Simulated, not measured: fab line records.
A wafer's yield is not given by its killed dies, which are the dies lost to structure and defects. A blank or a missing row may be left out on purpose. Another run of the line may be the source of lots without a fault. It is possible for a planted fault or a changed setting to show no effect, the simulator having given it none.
Struck lot and sound lot, side by side | flow n5Finfet | 14 out of 1938 route steps
Sound: these wafers, L873.1, L873.4, L873.6. Struck: wafer L865.4 (left out: L865.2, L865.5 of the same lot, which were not struck); the cause appears at the end.
For every step that has rows: the tool of each side, followed by ch and its chambers, followed by its first start. Under that, the readings that differ: sound wafers | struck wafers | difference of the means | sigmas: that difference in standard deviations of wafers without a fault.
alike: words and numbers the same on both sides, and readings whose means are apart by under 2 such deviations; not compared: readings that were withheld, readings missing a value for some wafer, numbers with overlapping values and no deviation given by the record, and bounds like >300 which may hide the same value.
The two part at a step that has a row with sigmas, a row that says differs or no value, or rows on one side only. When numbers do not overlap yet have no deviation, they are printed without sigmas and do not part them. A reading that every wafer of one side lacks parts them only if that side has two wafers or more.

first, 7 steps without rows for these wafers: N5_BEOL_M6_COAT_60 (time 60 s, resist thk 35 nm); N5_BEOL_M6_COAT_05 (resist thk 90 nm); N5_BEOL_M6_EBR_07; N5_BEOL_M6_SOFTBAKE_06 (time 60 s); N5_BEOL_M6_EXPOSE_08 (exposes mask M6); N5_BEOL_M6_PEB_09 (peb time 60 s); N5_BEOL_M6_DEVELOP_10 (develop time 30 s).
N5_BEOL_M6_CD_MEAS_11: target cd 38.5 nm.
  sound on cdSem-03 ch 0, day 12 07:46; struck on cdSem-02 ch 0, day 10 03:56
  alike: cdNm
N5_BEOL_M6_OVL_MEAS_12:
  sound on overlay-01 ch 0, day 12 07:47; struck on overlay-02 ch 0, day 10 03:58
  alike: M6_OVL
N5_BEOL_M6_INSPECT_13: inspects for defects (brightfield).
  sound: defectInspect-01 at day 12 07:49; struck: defectInspect-01 at day 10 04:00
  alike: rawDefectCount
N5_BEOL_M6_DESCUM_16: chemistry O2, time 7.9 s.
  sound on rieDiel-05 ch 0,1,3, day 12 07:51; struck on rieDiel-04 ch 0, day 10 04:06
reading    | sound             | struck | difference | sigmas
rfVppV (V) | 243.3 242.2 244.9 | 240.5  | -3.0       | -2
  alike: drypumpMotorCurrentA, o2FlowSccm, oesProductAu, rfFwdPowerW, showerheadPlenumPTorr, throttleValvePct
  not compared: rfHoursCounterH
N5_BEOL_M6_ETCH_61: etches SiARC in CF4, target depth 45.5 nm, time 75.8 s.
  sound on rieDiel-05 ch 0,1,3, day 12 07:53; struck on rieDiel-04 ch 0, day 10 04:08
reading                      | sound             | struck | difference | sigmas
biasW (W)                    | 35.90 35.83 36.02 | 36.14  | +0.22      | +2
rfVppV (V)                   | 184.7 184.3 185.6 | 180.7  | -4.2       | -3
showerheadPlenumPTorr (Torr) | 2.19 2.07 2.23    | 2.02   | -0.14      | -2
  alike: drypumpMotorCurrentA, etchRfOnTimeS, mfcArSccm, oesProductAu, rfFwdPowerW, throttleValvePct
  not compared: rfHoursCounterH
N5_BEOL_M6_ETCH_62: etches SOC in N2/H2, target depth 110 nm, overetch 22 nm, time 165 s.
  sound on rieDiel-05 ch 0,1,3, day 12 07:56; struck on rieDiel-04 ch 0, day 10 04:11
reading                                   | sound             | struck | difference | sigmas
biasW (W)                                 | 150.1 149.9 149.7 | 183.8  | +33.9      | +72
rfVppV (V)                                | 526.2 520.9 527.3 | 591.5  | +66.7      | +26
model.SiARC_of_BEOL_M6_COAT_60.thkNm (nm) | 28.6 28.4 28.6    | 26.8   | -1.7       | 
  alike: drypumpMotorCurrentA, oesProductAu, rfFwdPowerW, showerheadPlenumPTorr, throttleValvePct
  not compared: rfHoursCounterH
then, 1 step without rows for these wafers: N5_BEOL_M6_STRIP_68 (strips in N2/H2).

WHERE THEY PART
Earliest at N5_BEOL_M6_DESCUM_16; latest, in this record, at N5_BEOL_M6_ETCH_62.

WHY: whatever the simulator had introduced
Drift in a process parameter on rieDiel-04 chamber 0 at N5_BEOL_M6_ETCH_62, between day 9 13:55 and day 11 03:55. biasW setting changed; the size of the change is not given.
